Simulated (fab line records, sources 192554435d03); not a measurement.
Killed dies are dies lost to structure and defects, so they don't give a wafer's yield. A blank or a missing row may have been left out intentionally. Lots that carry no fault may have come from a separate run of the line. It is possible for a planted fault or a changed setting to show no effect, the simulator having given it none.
fab line records	flow n5Finfet
[record] lots = 7	wafers = 21
route steps=1938 shown BEOL_M8@1377 BEOL_M10@1480 BEOL_M11@1573
startH: the number of hours between the record's first day and the start of the first shown wafer of the lot	waitH: time in hours since the lot's previous step	" repeats the value in the row above	L1.1+2: several wafers, shown together as one row	- no value, or no start was given	* or withheld: withheld	< > ~ a bound
route shown NAME@n: names a module that has steps shown in the file, with the first one's number in the route	usual: mean and standard deviation over wafers with no fault	same: alike in all rows	chamber/n: place in a boat	sites: the reading at each site	_std_site: their standard deviation	_edge_site: inner sites' mean taken away from outer sites' mean	radiusMm: for every site, how far away it sits from the centre of the wafer	mask NAME#n: copy n	behind: the tool/chamber that last shaped the wafer	hold: reason for holding the lot/hours on hold/outcome of the hold	device: which transistor (n, p or np) failed to switch	end of line: the same wafers' tests at the end of the route	step lacking rows: just its recipe	killed: not the wafer's yield, but the dies lost to structure and defects at the first sort	map: a wafer's dies, marking killed ones x, the rest . and places with no die _
set.NAME: the run value of the setting; set.NAME@STEP: its run value at that earlier step	model.NAME: the simulator's own value behind a step, which no gauge read
lots with deliberately changed settings; one table per step, one row per wafer
[[steps]]
[step N5_BEOL_M8_TRENCH_ETCH_37]
[recipe] chemistry = C4F6/O2	targetDepthA = 934.78	target = SiCOH_lowk	timeS = 31.2	ionEnergyEv = 250	pressureMtorr = 30	sourceW = 345	biasW = 185	Ar_flow_sccm = 300	C4F6_flow_sccm = 10	O2_flow_sccm = 10
lot.wafer	tool	chamber	startH	waitH	set.timeS	model.BEOL_M8.featureDepthNm	model.etch.depthNm	model.TiN_of_BEOL_M8_HM_DEP_02.thkNm
L079.1	rieDiel-04	0	-	-	31.2	95.4	95.37	17.4
L079.3	"	2	"	"	35.76	107.6	107.6	17.2
L079.6	"	2	"	"	31.2	95.2	95.15	17.6
L082.3	rieDiel-04	2	-	-	35.47	107.2	107.3	17
L082.4	"	1	"	"	31.2	94.4	94.35	17.4
L082.5	"	2	"	"	31.2	93.8	93.87	17.4
L080.1	rieDiel-03	2	-	-	31.2	90	90.09	17.6
L080.2	"	3	"	"	31.2	94.8	94.75	17.6
L080.4	"	1	"	"	33.6	101.8	101.8	17.2
L083.2+6	rieDiel-04	1,2	-	-	31.2	95.6	95.67	17
L083.3	"	2	"	"	31.2	95.4	95.37	16.8
L092.1	rieDiel-04	1	-	-	34.36	105.2	105.2	17.2
L092.5	"	3	"	"	34.36	103	102.9	17
L092.6	"	0	"	"	31.2	94	93.95	17.8
L090.3	rieDiel-05	0	-	-	31.2	95.6	95.66	17.2
L090.5	"	1	"	"	24.26	73.6	73.57	18
L090.6	"	0	"	"	31.2	95.8	95.8	17.2
L096.2	rieDiel-03	2	-	-	36.7	106.6	106.7	16.8
L096.3	"	0	"	"	31.2	92	92.08	17.2
L096.6	"	2	"	"	31.2	91	90.91	17.2
[step N5_BEOL_M8_ETCH_41]
[recipe] chemistry = CH3F/O2	target = SiCN	targetDepthA = 319	taperDeg = 2	timeS = 57.8	ionEnergyEv = 120	maskMaterial = TiN	pressureMtorr = 30	sourceW = 395	biasW = 75	Ar_flow_sccm = 150	CH3F_flow_sccm = 30	O2_flow_sccm = 20
[step N5_BEOL_M8_STRIP_80]
[recipe] chemistry = N2/H2	timeS = 10	powerW = 450	tempC = 40	pressureMtorr = 20	rfFrequencyHz = 6e+07	biasPowerW = 7	n2FlowSccm = 200	h2FlowSccm = 200
[step N5_BEOL_M8_OCD_MEAS_38]
[usual] trenchDepthNm = 94.0/1.9
lot.wafer	tool	chamber	startH	waitH	set.timeS@BEOL_M8_TRENCH_ETCH_37	trenchDepthNm
L079.1	ocd-01	-	250.48	-	31.2	95.6
L079.3	"	-	"	"	35.76	107.5
L079.6	"	-	"	"	31.2	95.1
L082.3	ocd-02	-	276.07	-	35.47	107.0
L082.4	"	-	"	"	31.2	94.3
L082.5	"	-	"	"	31.2	93.8
L080.1	ocd-02	-	276.11	-	31.2	90.0
L080.2	"	-	"	"	31.2	94.4
L080.4	"	-	"	"	33.6	101.2
L083.2	ocd-01	-	283.12	-	31.2	95.7
L083.3	"	-	"	"	31.2	95.6
L083.6	"	-	"	"	31.2	95.9
L092.1	ocd-02	-	346.63	-	34.36	104.7
L092.5	"	-	"	"	34.36	102.6
L092.6	"	-	"	"	31.2	93.8
L090.3	ocd-02	-	358.90	-	31.2	95.7
L090.5	"	-	"	"	24.26	73.6
L090.6	"	-	"	"	31.2	95.9
L096.2	ocd-02	-	367.79	-	36.7	106.6
L096.3	"	-	"	"	31.2	92.4
L096.6	"	-	"	"	31.2	90.6
[step N5_BEOL_M8_HM_STRIP_39]
[recipe] chemistry = peroxideTinStrip	material = TiN	targetDepthA = 250	tempC = 50	timeS = 158
[step N5_BEOL_M8_SRD_40]
[recipe] timeS = 30	tempC = 23	rinseLiquid = diw	dry = ipaMarangoni
[step N5_BEOL_M8_ECD_50]
[recipe] material = Cu	targetThkA = 3000
[step N5_BEOL_M8_ANNEAL_51]
[recipe] tempC = 225	timeS = 90	ambient = N2
[step N5_BEOL_M8_CMP_52]
[recipe] stopOn = SiCOH_lowk	tOverpolishS = 6.9	downForcePsi = 1	platenRpm = 50	clearingPlatenDownForcePsi = 1.5	clearingPlatenRpm = 50	postCmpClean = cuAlkaline	targetThkNm = 80	clearingPlatenPadVelocityMS = 0.99484	padVelocityMS = 0.99484
lot.wafer	tool	chamber	startH	waitH	set.timeS@BEOL_M8_TRENCH_ETCH_37	model.Cu_of_BEOL_M8_ECD_50.thkNm
L079.3	cmp-04	1	254.14	0.2	35.76	95.4
L079.1	"	0	"	"	31.2	83
L079.6	"	1	"	"	31.2	82.6
L082.3	cmp-02	0	278.29	0.2	35.47	93.4
L082.4	"	1	"	"	31.2	80.2
L082.5	"	3	"	"	31.2	79.4
L080.2	cmp-04	2	280.07	0.3	31.2	78.8
L080.4	"	3	"	"	33.6	87.2
L080.1	"	0	"	"	31.2	77.2
L083.2	cmp-04	0	285.97	0.3	31.2	82
L083.3+6	"	1,3	"	"	31.2	81.2
L092.1	cmp-02	1	349.48	0.6	34.36	89.8
L092.5	"	2	"	"	34.36	89.4
L092.6	"	3	"	"	31.2	80.2
L090.3	cmp-04	2	362.80	0.2	31.2	80
L090.6	"	0	"	"	31.2	80.4
L090.5	"	1	"	"	24.26	58.8
L096.3	cmp-01	3	370.13	0.2	31.2	80
L096.2	"	0	"	"	36.7	93.4
L096.6	"	1	"	"	31.2	76
[step N5_BEOL_M8_THK_MEAS_53]
[recipe] thkMeasGauge = xrf	reads = Cu_of_BEOL_M8_ECD_50
[usual] M8_THK = 78.8/2.1
lot.wafer	tool	chamber	startH	waitH	set.timeS@BEOL_M8_TRENCH_ETCH_37	M8_THK[nm]
L079.1	filmMetro-01	-	254.44	-	31.2	82.4
L079.3	"	-	"	"	35.76	94.3
L079.6	"	-	"	"	31.2	81.6
L082.3	filmMetro-02	-	278.55	-	35.47	92.3
L082.4	"	-	"	"	31.2	78.8
L082.5	"	-	"	"	31.2	78.1
L080.1	filmMetro-01	-	280.33	-	31.2	76.5
L080.2	"	-	"	"	31.2	78.0
L080.4	"	-	"	"	33.6	86.7
L083.2	filmMetro-01	-	286.19	-	31.2	80.4
L083.3	"	-	"	"	31.2	79.8
L083.6	"	-	"	"	31.2	79.9
L092.1	filmMetro-02	-	349.66	-	34.36	89.2
L092.5	"	-	"	"	34.36	88.9
L092.6	"	-	"	"	31.2	79.3
L090.3	filmMetro-01	-	363.02	-	31.2	78.5
L090.5	"	-	"	"	24.26	57.7
L090.6	"	-	"	"	31.2	79.2
L096.2	filmMetro-02	-	370.35	-	36.7	92.4
L096.3	"	-	"	"	31.2	79.4
L096.6	"	-	"	"	31.2	75.4
[step N5_BEOL_M8_PRE_CLEAN_55]
[recipe] gas = NH3	timeS = 15	tempC = withheld	rfPowerW = 300
[step N5_BEOL_M8_DEP_56]
[recipe] material = SiCN	targetThkA = 100	tempC = withheld	precursor = 3MS/NH3	pressureTorr = 3	rfW = 202	timeS = 17.5
[step N5_BEOL_M8_RS_MEAS_57]
[recipe] thkMeasGauge = four-point-probe	reads = Cu_of_BEOL_M8_ECD_50+Co_of_BEOL_M8_CVD_78+TaN_of_BEOL_M8_ALD_77
[usual] M8_RS = 0.287/0.0087
lot.wafer	tool	chamber	startH	waitH	set.timeS@BEOL_M8_TRENCH_ETCH_37	M8_RS[ohm/sq]
L079.1	filmMetro-01	-	254.57	0.1	31.2	0.274
L079.3	"	-	"	"	35.76	0.234
L079.6	"	-	"	"	31.2	0.276
L082.3	filmMetro-01	-	278.68	0.1	35.47	0.239
L082.4	"	-	"	"	31.2	0.286
L082.5	"	-	"	"	31.2	0.289
L080.1	filmMetro-02	-	280.46	0.1	31.2	0.298
L080.2	"	-	"	"	31.2	0.291
L080.4	"	-	"	"	33.6	0.258
L083.2	filmMetro-02	-	286.32	0.1	31.2	0.277
L083.3	"	-	"	"	31.2	0.281
L083.6	"	-	"	"	31.2	0.281
L092.1	filmMetro-01	-	349.91	0.1	34.36	0.250
L092.5	"	-	"	"	34.36	0.252
L092.6	"	-	"	"	31.2	0.286
L090.3	filmMetro-01	-	363.15	0.1	31.2	0.286
L090.5	"	-	"	"	24.26	0.416
L090.6	"	-	"	"	31.2	0.284
L096.2	filmMetro-02	-	370.48	0.1	36.7	0.238
L096.3	"	-	"	"	31.2	0.286
L096.6	"	-	"	"	31.2	0.304
[step N5_BEOL_M10_EXPOSE_08]
[recipe] maskId = M10	na = 1.35	sourceShape = dipole	sigmaInner = 0.411	sigmaOuter = 0.611	polarization = te	doseMj = 53.75
lot.wafer	tool	chamber	startH	waitH	mask	set.doseMj
L079.1	arfiScanner-01	0	266.38	-	M10#0	53.75
L079.3+6	"	0	"	"	M10#0	57.26
L082.3+4+5	arfiScanner-01	0	290.27	-	M10#0	53.75
L080.1+4	arfiScanner-01	0	297.60	-	M10#0	53.75
L080.2	"	0	"	"	M10#0	50.6
L083.2+3+6	arfiScanner-01	0	304.81	-	M10#0	53.75
L092.1	arfiScanner-02	0	360.65	-	M10#0	53.75
L092.5+6	"	0	"	"	M10#0	49.87
L090.3+5+6	arfiScanner-02	0	371.27	-	M10#0	53.75
L096.2	arfiScanner-03	0	381.32	-	M10#0	51.14
L096.3+6	"	0	"	"	M10#0	53.75
[step N5_BEOL_M10_PEB_09]
[recipe] pebTempC = withheld	pebTimeS = 60	resist = CAR-ArF
[step N5_BEOL_M10_DEVELOP_10]
[recipe] developTimeS = 30	developer = TMAH	resist = CAR-ArF	rinseLiquid = diw	dry = airSpin	devTempC = 23
[step N5_BEOL_M10_CD_MEAS_11]
[recipe] targetCdNm = 64.1	landingEnergyEv = 500	detector = seInlens	polarity = opening
[usual] cdNm = 63.7/0.68
lot.wafer	tool	chamber	startH	waitH	set.doseMj@BEOL_M10_EXPOSE_08	cdNm
L079.1	cdSem-02	0	266.51	-	53.75	65.5
L079.3	"	0	"	"	57.26	67.6
L079.6	"	0	"	"	57.26	67.8
L082.3	cdSem-03	0	290.38	-	53.75	62.7
L082.4	"	0	"	"	53.75	62.4
L082.5	"	0	"	"	53.75	63.0
L080.1	cdSem-01	0	297.73	-	53.75	63.8
L080.2	"	0	"	"	50.6	60.1
L080.4	"	0	"	"	53.75	64.7
L083.2	cdSem-03	0	304.93	-	53.75	64.2
L083.3	"	0	"	"	53.75	64.5
L083.6	"	0	"	"	53.75	64.1
L092.1	cdSem-03	0	360.77	-	53.75	63.8
L092.5	"	0	"	"	49.87	60.3
L092.6	"	0	"	"	49.87	60.5
L090.3	cdSem-02	0	371.38	-	53.75	61.9
L090.5	"	0	"	"	53.75	63.2
L090.6	"	0	"	"	53.75	62.7
L096.2	cdSem-01	0	381.44	-	51.14	60.2
L096.3	"	0	"	"	53.75	62.9
L096.6	"	0	"	"	53.75	63.3
[step N5_BEOL_M10_DESCUM_16]
[recipe] chemistry = O2	timeS = 7.9	sourcePowerW = 50	biasPowerW = 20	pressureMtorr = 20	rfFrequencyHz = 2.712e+07	tempC = 40	resist = CAR-ArF	o2FlowSccm = 225
[step N5_BEOL_M10_ETCH_61]
[recipe] chemistry = CF4	target = SiARC	targetDepthA = 390	maskMaterial = CAR-ArF	timeS = 65	ionEnergyEv = 80	pressureMtorr = 40	sourceW = 545	biasW = 36	Ar_flow_sccm = 100	cf4FlowSccm = 100	ends = cleared
lot.wafer	tool	chamber	startH	waitH	set.doseMj@BEOL_M10_EXPOSE_08	model.BEOL_M10.cdOffsetNm
L079.1	rieDiel-03	2	266.70	0.0	53.75	1
L079.3+6	"	0	"	"	57.26	3.4
L082.3	rieDiel-04	1	290.50	0.0	53.75	-1.4
L082.4+5	"	3,0	"	"	53.75	-1.2
L080.1	rieDiel-03	3	297.85	0.0	53.75	-0.2
L080.2	"	2	"	"	50.6	-3.8
L080.4	"	1	"	"	53.75	0.6
L083.2+3	rieDiel-05	0,1	305.05	0.0	53.75	0
L083.6	"	0	"	"	53.75	-0.2
L092.1	rieDiel-04	3	360.90	0.0	53.75	-0.2
L092.5	"	1	"	"	49.87	-3.8
L092.6	"	2	"	"	49.87	-3.6
L090.3	rieDiel-03	1	371.50	0.0	53.75	-1.8
L090.5	"	0	"	"	53.75	-0.8
L090.6	"	1	"	"	53.75	-1
L096.2	rieDiel-04	2	381.99	0.0	51.14	-3.8
L096.3	"	0	"	"	53.75	-1
L096.6	"	2	"	"	53.75	-0.4
[step N5_BEOL_M10_ETCH_62]
[recipe] chemistry = N2/H2	target = SOC	targetDepthA = 1100	overetchA = 220	maskMaterial = SiARC	tempC = 40	timeS = 165	ionEnergyEv = 200	pressureMtorr = 30	sourceW = 840	biasW = 150	n2FlowSccm = 200	h2FlowSccm = 200
lot.wafer	tool	chamber	startH	waitH	set.doseMj@BEOL_M10_EXPOSE_08	model.BEOL_M10.cdOffsetNm
L079.1	rieDiel-03	2	266.75	0.0	53.75	0.6
L079.3+6	"	0	"	"	57.26	2.8
L082.3	rieDiel-04	1	290.55	0.0	53.75	-0.8
L082.4+5	"	3,0	"	"	53.75	-1.2
L080.1	rieDiel-03	3	297.90	0.0	53.75	0
L080.2	"	2	"	"	50.6	-3.6
L080.4	"	1	"	"	53.75	1
L083.2	rieDiel-05	0	305.10	0.0	53.75	0.4
L083.3	"	1	"	"	53.75	0
L083.6	"	0	"	"	53.75	0.2
L092.1	rieDiel-04	3	360.95	0.0	53.75	0
L092.5+6	"	1,2	"	"	49.87	-3.4
L090.3	rieDiel-03	1	371.55	0.0	53.75	-1.4
L090.5	"	0	"	"	53.75	-1
L090.6	"	1	"	"	53.75	-0.8
L096.2	rieDiel-04	2	382.04	0.0	51.14	-4
L096.3	"	0	"	"	53.75	-1.2
L096.6	"	2	"	"	53.75	-0.4
[step N5_BEOL_M10_STRIP_68]
[recipe] chemistry = N2/H2	tempC = 40	n2FlowSccm = 200	h2FlowSccm = 200	rfFrequencyHz = 6e+07
[step N5_BEOL_M10_STRIP_67]
[recipe] chemistry = CF4	resist = SiARC	powerW = 300	biasPowerW = 75	pressureMtorr = 50	cf4FlowSccm = 150	rfFrequencyHz = 6e+07
[step N5_BEOL_M10_HM_OPEN_17]
[recipe] chemistry = Cl2/BCl3	targetDepthA = 200	overetchA = 60	target = TiN	maskMaterial = SOC	ionEnergyEv = 150	pressureMtorr = 10	icpW = 1000	biasW = 126	Cl2_flow_sccm = 53.25	bcl3FlowSccm = 21.75	Ar_flow_sccm = 25
[step N5_BEOL_M10_STRIP_19]
[recipe] chemistry = O2	powerW = 400	tempC = 40	pressureMtorr = 30	rfFrequencyHz = 6e+07	biasPowerW = 0	overashFraction = 0.2	o2FlowSccm = 225
[step N5_BEOL_M10_CD_MEAS_18]
[recipe] pitchNm = 140	targetCdNm = 70
[usual] cdNm = 69.6/0.74
lot.wafer	tool	chamber	startH	waitH	set.doseMj@BEOL_M10_EXPOSE_08	cdNm
L079.1	cdSem-03	-	267.19	0.0	53.75	70.7
L079.3	"	-	"	"	57.26	72.8
L079.6	"	-	"	"	57.26	72.6
L082.3	cdSem-03	-	290.92	0.1	53.75	69.3
L082.4	"	-	"	"	53.75	68.5
L082.5	"	-	"	"	53.75	68.7
L080.1	cdSem-01	-	298.27	0.0	53.75	70.1
L080.2	"	-	"	"	50.6	66.8
L080.4	"	-	"	"	53.75	71.1
L083.2	cdSem-01	-	305.68	0.1	53.75	70.2
L083.3	"	-	"	"	53.75	69.8
L083.6	"	-	"	"	53.75	70.3
L092.1	cdSem-02	-	361.31	0.0	53.75	70.0
L092.5	"	-	"	"	49.87	66.6
L092.6	"	-	"	"	49.87	66.6
L090.3	cdSem-03	-	372.04	0.1	53.75	68.5
L090.5	"	-	"	"	53.75	69.1
L090.6	"	-	"	"	53.75	69.3
L096.2	cdSem-03	-	382.41	0.1	51.14	66.2
L096.3	"	-	"	"	53.75	68.6
L096.6	"	-	"	"	53.75	69.9
[step N5_BEOL_M10_PEB_26]
[recipe] pebTempC = withheld	pebTimeS = 60	resist = CAR-ArF
lot.wafer	tool	chamber	startH	waitH	set.pebTimeS
L079.1+3+6	lithoTrack-02	0	269.50	0.1	60
L082.3+4	lithoTrack-05	0	296.60	0.0	53.45
L082.5	"	0	"	"	60
L080.1+2	lithoTrack-02	0	299.75	0.1	65.32
L080.4	"	0	"	"	60
L083.2+3+6	lithoTrack-03	0	308.35	0.1	60
L092.1+6	lithoTrack-05	0	362.46	0.1	50.99
L092.5	"	0	"	"	60
L090.3+6	lithoTrack-05	0	376.62	0.0	60
L090.5	"	0	"	"	47.05
L096.2+3	lithoTrack-05	0	383.71	0.1	47.16
L096.6	"	0	"	"	60
[step N5_BEOL_M10_DEVELOP_27]
[recipe] developTimeS = 30	developer = TMAH	resist = CAR-ArF	rinseLiquid = diw	dry = airSpin	devTempC = 23
[step N5_BEOL_M10_CD_MEAS_28]
[recipe] targetCdNm = 70	landingEnergyEv = 500	detector = seInlens	polarity = opening
[usual] cdNm = 69.8/0.91
lot.wafer	tool	chamber	startH	waitH	set.pebTimeS@BEOL_M10_PEB_26	cdNm
L079.1	cdSem-03	0	269.57	-	60	68.5
L079.3	"	0	"	"	60	68.2
L079.6	"	0	"	"	60	69.2
L082.3	cdSem-03	0	296.67	-	53.45	64.8
L082.4	"	0	"	"	53.45	59.8
L082.5	"	0	"	"	60	69.8
L080.1	cdSem-02	0	299.82	-	65.32	76.4
L080.2	"	0	"	"	65.32	73.1
L080.4	"	0	"	"	60	69.6
L083.2	cdSem-02	0	308.42	-	60	69.9
L083.3	"	0	"	"	60	68.9
L083.6	"	0	"	"	60	69.7
L092.1	cdSem-01	0	362.53	-	50.99	61.4
L092.5	"	0	"	"	60	70.0
L092.6	"	0	"	"	50.99	59.7
L090.3	cdSem-01	0	376.69	-	60	72.0
L090.5	"	0	"	"	47.05	60.3
L090.6	"	0	"	"	60	70.9
L096.2	cdSem-03	0	383.78	-	47.16	54.0
L096.3	"	0	"	"	47.16	57.4
L096.6	"	0	"	"	60	69.7
[step N5_BEOL_M10_PRECLEAN_42]
[recipe] chemistry = residueRemover	timeS = 60	tempC = 40
[step N5_BEOL_M10_SRD_43]
[recipe] timeS = 30	tempC = 23	rinseLiquid = diw	dry = ipaMarangoni
[step N5_BEOL_M10_CD_MEAS_35]
[recipe] targetCdNm = 70	polarity = opening
[usual] cdNm = 69.6/0.73
lot.wafer	tool	chamber	startH	waitH	set.doseMj@BEOL_M10_EXPOSE_08	cdNm
L079.1	cdSem-02	-	270.70	0.0	53.75	70.2
L079.3	"	-	"	"	57.26	72.8
L079.6	"	-	"	"	57.26	72.5
L082.3	cdSem-01	-	297.40	0.0	53.75	68.8
L082.4	"	-	"	"	53.75	68.6
L082.5	"	-	"	"	53.75	69.4
L080.1	cdSem-02	-	300.55	0.0	53.75	70.1
L080.2	"	-	"	"	50.6	66.5
L080.4	"	-	"	"	53.75	70.6
L083.2	cdSem-03	-	309.32	0.0	53.75	70.4
L083.3	"	-	"	"	53.75	70.0
L083.6	"	-	"	"	53.75	70.1
L092.1	cdSem-01	-	363.26	0.0	53.75	70.3
L092.5	"	-	"	"	49.87	66.5
L092.6	"	-	"	"	49.87	66.6
L090.3	cdSem-02	-	377.82	0.0	53.75	68.2
L090.5	"	-	"	"	53.75	69.1
L090.6	"	-	"	"	53.75	69.2
L096.2	cdSem-01	-	384.52	0.0	51.14	66.0
L096.3	"	-	"	"	53.75	68.7
L096.6	"	-	"	"	53.75	69.2
[step N5_BEOL_M11_ETCH_66]
[recipe] chemistry = N2/H2	target = SOC	targetDepthA = 1200	overetchA = 240	maskMaterial = SiARC	tempC = 40	timeS = 180	ionEnergyEv = 200	pressureMtorr = 30	sourceW = 840	biasW = 150	n2FlowSccm = 200	h2FlowSccm = 200
lot.wafer	tool	chamber	startH	waitH	set.timeS	model.SiARC_of_BEOL_M11_COAT_64.thkNm
L079.1	rieDiel-06	3	279.18	0.0	180	22.4
L079.3+6	"	1	"	"	180	23
L082.3	rieDiel-06	1	303.64	0.0	180	23
L082.4	"	0	"	"	168.2	23.6
L082.5	"	0	"	"	168.2	23.4
L080.1	rieDiel-01	0	308.99	0.0	199.5	22
L080.2	"	1	"	"	180	22.8
L080.4	"	2	"	"	199.5	21.6
L083.2	rieDiel-01	0	319.97	0.0	180	22.8
L083.3+6	"	2	"	"	180	22.4
L092.1	rieDiel-06	1	369.50	0.0	180	22.6
L092.5	"	3	"	"	180	22.4
L092.6	"	0	"	"	180	23
L090.3	rieDiel-06	1	384.37	0.0	180	22.4
L090.5	"	0	"	"	147.4	24.2
L090.6	"	1	"	"	147.4	23.8
L096.2	rieDiel-01	2	391.86	0.0	153.8	23.6
L096.3	"	1	"	"	153.8	24
L096.6	"	2	"	"	180	22.4
[[key]]
[split] step = N5_BEOL_M8_TRENCH_ETCH_37	setting = timeS	stated = 31.2	by = wafer
[response] step = N5_BEOL_M8_TRENCH_ETCH_37	reading = model.BEOL_M8.featureDepthNm	change = +0.944	per = 1%	r = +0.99
[response] step = N5_BEOL_M8_TRENCH_ETCH_37	reading = model.etch.depthNm	change = +0.947	per = 1%	r = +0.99
[response] step = N5_BEOL_M8_TRENCH_ETCH_37	reading = model.TiN_of_BEOL_M8_HM_DEP_02.thkNm	change = -0.0328	per = 1%	r = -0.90
[response] step = N5_BEOL_M8_OCD_MEAS_38	reading = trenchDepthNm	change = +0.938	per = 1%	r = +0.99
[response] step = N5_BEOL_M8_CMP_52	reading = model.Cu_of_BEOL_M8_ECD_50.thkNm	change = +0.938	per = 1%	r = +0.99
[response] step = N5_BEOL_M8_THK_MEAS_53	reading = M8_THK	change = +0.93	per = 1%	r = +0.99
[response] step = N5_BEOL_M8_RS_MEAS_57	reading = M8_RS	change = -0.00424	per = 1%	r = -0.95
[split] step = N5_BEOL_M10_EXPOSE_08	setting = doseMj	stated = 53.75	by = wafer
[response] step = N5_BEOL_M10_CD_MEAS_11	reading = cdNm	change = +0.506	per = 1%	r = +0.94
[response] step = N5_BEOL_M10_ETCH_61	reading = model.BEOL_M10.cdOffsetNm	change = +0.52	per = 1%	r = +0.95
[response] step = N5_BEOL_M10_ETCH_62	reading = model.BEOL_M10.cdOffsetNm	change = +0.514	per = 1%	r = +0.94
[response] step = N5_BEOL_M10_CD_MEAS_18	reading = cdNm	change = +0.489	per = 1%	r = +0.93
[response] step = N5_BEOL_M10_CD_MEAS_35	reading = cdNm	change = +0.522	per = 1%	r = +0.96
[split] step = N5_BEOL_M10_PEB_26	setting = pebTimeS	stated = 60	by = wafer
[response] step = N5_BEOL_M10_CD_MEAS_28	reading = cdNm	change = +0.6	per = 1%	r = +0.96
[split] step = N5_BEOL_M11_ETCH_66	setting = timeS	stated = 180	by = wafer
[response] step = N5_BEOL_M11_ETCH_66	reading = model.SiARC_of_BEOL_M11_COAT_64.thkNm	change = -0.0906	per = 1%	r = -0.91
